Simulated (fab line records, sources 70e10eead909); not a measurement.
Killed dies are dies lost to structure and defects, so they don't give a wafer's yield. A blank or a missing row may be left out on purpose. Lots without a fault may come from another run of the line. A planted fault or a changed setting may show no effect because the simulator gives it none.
A struck lot beside a sound one | flow nand_harc | 24 steps out of a route of 1302
Sound: wafers L461.1, L461.4, L461.5. Struck: wafers L471.3, L471.5, L471.6. The cause comes at the end.
At each step with rows: each side's tool, then ch and its chambers, then its first start. Under that, the readings that differ: sound wafers | struck wafers | difference of the means | sigmas: that difference in standard deviations of wafers without a fault.
alike: readings whose means differ by less than 2 such deviations, and words and numbers that are the same on both sides. not compared: withheld readings, readings that some wafer has no value for, bounds like >300 that may hide the same value, and numbers for which the record gives no deviation and whose values overlap.
The two part at a step that has a row with sigmas, a row that says differs or no value, or rows on one side only. Numbers that don't overlap but have no deviation are shown without sigmas and don't part them. A reading that every wafer of one side lacks parts them only if that side has two wafers or more.

first, 11 steps without rows for these wafers: NHARC_A_CHANNEL_HOLE_D1_DESCUM_15 (chemistry O2, time 3 s); NHARC_A_CHANNEL_HOLE_D1_ETCH_38 (etches the open film in CF4, target depth 39 nm, time 65 s); NHARC_A_CHANNEL_HOLE_D1_ETCH_39 (etches the open film in N2/H2, target depth 260 nm, time 325 s); NHARC_A_CHANNEL_HOLE_D1_ETCH_34 (etches the open film in CF4/CHF3, target depth 154 nm, time 77 s); NHARC_A_CHANNEL_HOLE_D1_ETCH_16 (etches the open film in O2/COS, target depth 3100 nm, time 806 s); NHARC_A_CHANNEL_HOLE_D1_ETCH_19 (etches the open film in C4F8/O2/Ar, time 34.5 s); NHARC_A_CHANNEL_HOLE_D1_ETCH_20 (etches the open film in C4F8/O2/Ar, time 361.9 s, target depth 1600 nm); NHARC_A_CHANNEL_HOLE_D1_ETCH_21 (etches the open film in C4F8/O2/Ar, time 514.3 s, target depth 1600 nm); NHARC_A_CHANNEL_HOLE_D1_ETCH_22 (etches the open film in C4F8/O2/Ar, time 666.7 s, target depth 1600 nm); NHARC_A_CHANNEL_HOLE_D1_ETCH_23 (etches the open film in C4F8/O2/Ar, time 819 s, target depth 1600 nm); NHARC_A_CHANNEL_HOLE_D1_ETCH_24 (etches the open film in C4F8/O2/Ar, time 906.2 s, target depth 1500 nm).
NHARC_A_CHANNEL_HOLE_D1_ETCH_25: etches the open film in C4F8/O2/Ar, time 1040.2 s, target depth 1500 nm.
  sound on har_etch-02 ch 0,1, day 7 23:48; struck on har_etch-02 ch 0,1, day 12 06:05
  no value came back on the struck wafers for any of 6 readings (c4f8_flow_sccm (sccm), chamber_pressure_mTorr (mTorr) and others); on the sound wafers c4f8_flow_sccm (sccm) reads 93.97 93.64 93.60
  not compared: rf_hours_counter_h
then, 5 steps without rows for these wafers: NHARC_A_CHANNEL_HOLE_D1_ETCH_26 (etches the open film in C4F8/O2/Ar, time 224.1 s, target depth 300 nm); NHARC_A_CHANNEL_HOLE_D1_ETCH_33 (etches the open film in C4F8/O2/Ar, time 90 s, target depth 400 nm); NHARC_A_CHANNEL_HOLE_D1_STRIP_41 (strips in N2/H2); NHARC_A_CHANNEL_HOLE_D1_STRIP_42 (strips in CF4/CHF3); NHARC_A_CHANNEL_HOLE_D1_STRIP_43 (strips in O2/COS).
NHARC_A_CHANNEL_HOLE_D1_ETCH_44: etches the open film in CF4/O2, target depth 140 nm, overetch 14 nm, time 77 s.
  sound on rie_diel-09 ch 1,2, day 8 01:29; struck on rie_diel-09 ch 0,1,3, day 12 07:29
  reading                            | sound             | struck            | difference | sigmas
  model.A_CHANNEL_HOLE_D1.cd_nm (nm) | 91.89 88.94 88.41 | 98.73 98.77 96.22 | +8.16      |
  alike: bias_w, cf4_flow_sccm, drypump_motor_current_A, o2_flow_sccm, oes_product_au, rf_vpp_V, showerhead_plenum_p_Torr, throttle_valve_pct
  not compared: rf_hours_counter_h
then, 3 steps without rows for these wafers: NHARC_A_CHANNEL_HOLE_D1_STRIP_27 (strips in O2); NHARC_A_CHANNEL_HOLE_D1_PRECLEAN_28 (cleans in SC1); NHARC_A_CHANNEL_HOLE_D1_SRD_29.
NHARC_A_CHANNEL_HOLE_D1_CD_MEAS_30:
  sound on cd_sem-01, day 8 02:17; struck on cd_sem-03, day 12 08:16
  reading    | sound          | struck       | difference | sigmas
  cd_nm (nm) | 92.6 88.4 88.8 | 0.0 -0.1 0.8 | -89.7      | -64
NHARC_A_CHANNEL_HOLE_D1_XSEM_31:
  sound on xsem-01 ch 0, day 8 02:22; struck on xsem-02 ch 0, day 12 08:22
  reading        | sound          | struck         | difference | sigmas
  bot_cd_nm (nm) | 77.0 72.0 73.1 | 0.0 0.0 0.6    | -73.8      | -53
  bow_nm (nm)    | 8.76 8.87 8.76 | 0.84 0.85 0.85 | -7.95      | -27
  alike: tilt_deg
-- the record jumps here: 16 days lie between the struck wafers' starts before and after (it left off in module A_CHANNEL_HOLE_D1 and takes up again in module END, whose first step shown is number 1302 of the route) --
NHARC_END_SORT_01:
  sound on prober-01 ch 0, day 25 18:02; struck on prober-02 ch 0, day 28 01:10
  reading         | sound    | struck      | difference | sigmas
  killed_at_array | 72 74 67 | 674 675 677 | +604       | +34
  killed_dies     | 78 77 74 | 677 677 677 | +601       | +35
  alike: killed_at_other, killed_at_periphery, killed_open, killed_short

WHERE THEY PART
First at NHARC_A_CHANNEL_HOLE_D1_ETCH_25; last, within this record, at NHARC_END_SORT_01.

WHY: what the simulator had put in
Skipped step whole: har_etch-02, from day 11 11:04 on, at NHARC_A_CHANNEL_HOLE_D1_ETCH_25. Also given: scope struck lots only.
